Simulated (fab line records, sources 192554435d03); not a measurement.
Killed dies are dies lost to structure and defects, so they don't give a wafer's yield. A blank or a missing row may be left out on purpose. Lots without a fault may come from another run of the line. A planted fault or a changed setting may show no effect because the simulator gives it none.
Split-lot experiment | flow n5_finfet | 7 lots, 21 wafers read, on a route of 1938 steps

THE SPLIT
At N5_BEOL_M15_SPUTTER_43 (material TaN, target thk 15 nm, time 24.19 s), the setting power_w was moved away from the recipe's 15000 W on 10 of the 21 wafers read, by -15.3% to +12.9%. The other wafers ran this setting at the recipe's value.

The reading is taken at the split's own step.

THE READING
TaN_of_BEOL_M15_SPUTTER_43.thk_nm (the simulator's own value, which no gauge read), in nm, at N5_BEOL_M15_SPUTTER_43 (material TaN, target thk 15 nm, time 24.19 s). The file gives no usual value for it. The 11 wafers here that ran the recipe average 15.0 nm, standard deviation 0.22 nm.

wafer  | tool, chamber at the split | power_w as run, W | against the recipe | TaN_of_BEOL_M15_SPUTTER_43.thk_nm, nm | against lot-mates on the recipe
L075.2 | pvd_sputter-01, -          | 13790             | -8.1%              | 13.4                                  | -1.4
L075.3 | pvd_sputter-01, -          | 15000             | recipe             | 14.8                                  | -
L075.6 | pvd_sputter-01, -          | 13790             | -8.1%              | 13.6                                  | -1.2
L076.3 | pvd_sputter-01, -          | 12760             | -14.9%             | 13                                    | -2.0
L076.4 | pvd_sputter-01, -          | 12760             | -14.9%             | 12.8                                  | -2.2
L076.5 | pvd_sputter-01, -          | 15000             | recipe             | 15                                    | -
L080.2 | pvd_sputter-01, -          | 13910             | -7.3%              | 13.8                                  | -1.2
L080.5 | pvd_sputter-01, -          | 13910             | -7.3%              | 13.8                                  | -1.2
L080.6 | pvd_sputter-01, -          | 15000             | recipe             | 15                                    | -
L081.2 | pvd_sputter-02, -          | 15000             | recipe             | 14.8                                  | -
L081.5 | pvd_sputter-02, -          | 16930             | +12.9%             | 16.6                                  | +1.8
L081.6 | pvd_sputter-02, -          | 16930             | +12.9%             | 16.6                                  | +1.8
L084.3 | pvd_sputter-01, -          | 15000             | recipe             | 15                                    | -
L084.5 | pvd_sputter-01, -          | 15000             | recipe             | 15.2                                  | -
L084.6 | pvd_sputter-01, -          | 15000             | recipe             | 15.2                                  | -
L085.2 | pvd_sputter-02, -          | 15000             | recipe             | 14.6                                  | -
L085.5 | pvd_sputter-02, -          | 15000             | recipe             | 14.6                                  | -
L085.3 | pvd_sputter-02, -          | 13050             | -13.0%             | 12.6                                  | -2.0
L093.1 | pvd_sputter-03, -          | 15000             | recipe             | 15.2                                  | -
L093.3 | pvd_sputter-03, -          | 15000             | recipe             | 15.2                                  | -
L093.5 | pvd_sputter-03, -          | 12710             | -15.3%             | 13                                    | -2.2

THE FIT
A straight line over all 21 wafers: TaN_of_BEOL_M15_SPUTTER_43.thk_nm changes by +0.142 nm for each +1% of power_w; r = +0.98; the points scatter about the line by 0.24 nm.
The same after taking each lot's own level away (the mean of its wafers on the recipe; 21 wafers): +0.145 nm for each +1%; r = +1.00; scatter 0.09 nm.
On that fit, the largest move of power_w shifts the reading by 2.2 nm.
The lots' own levels span 14.60 to 15.20 nm, that is 2.7 times the standard deviation above.
So the lot-to-lot level changes the slope little: the two slopes agree.
Check: with one of the wafers moved furthest among these (-15.3%) left out of the fit, the line predicts -2.25 nm for it against its lot-mates. It came out at -2.2 nm against them.

OTHER SPLITS ON THESE WAFERS
These wafers also went through other splits before the reading. Each is held against what the fit with the lots' levels taken away leaves over:
other split on the same wafers | wafers away from the commonest value | r with TaN_of_BEOL_M15_SPUTTER_43.thk_nm (lot level and that fit taken away)
N5_BEOL_M14_EXPOSE_25 dose_mj  | 2                                    | -0.48
N5_BEOL_M14_SPUTTER_44 time_s  | 4                                    | -0.50

THE FILE'S OWN FIT
TaN_of_BEOL_M15_SPUTTER_43.thk_nm changes by +0.147 nm for each +1% of power_w, r = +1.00.
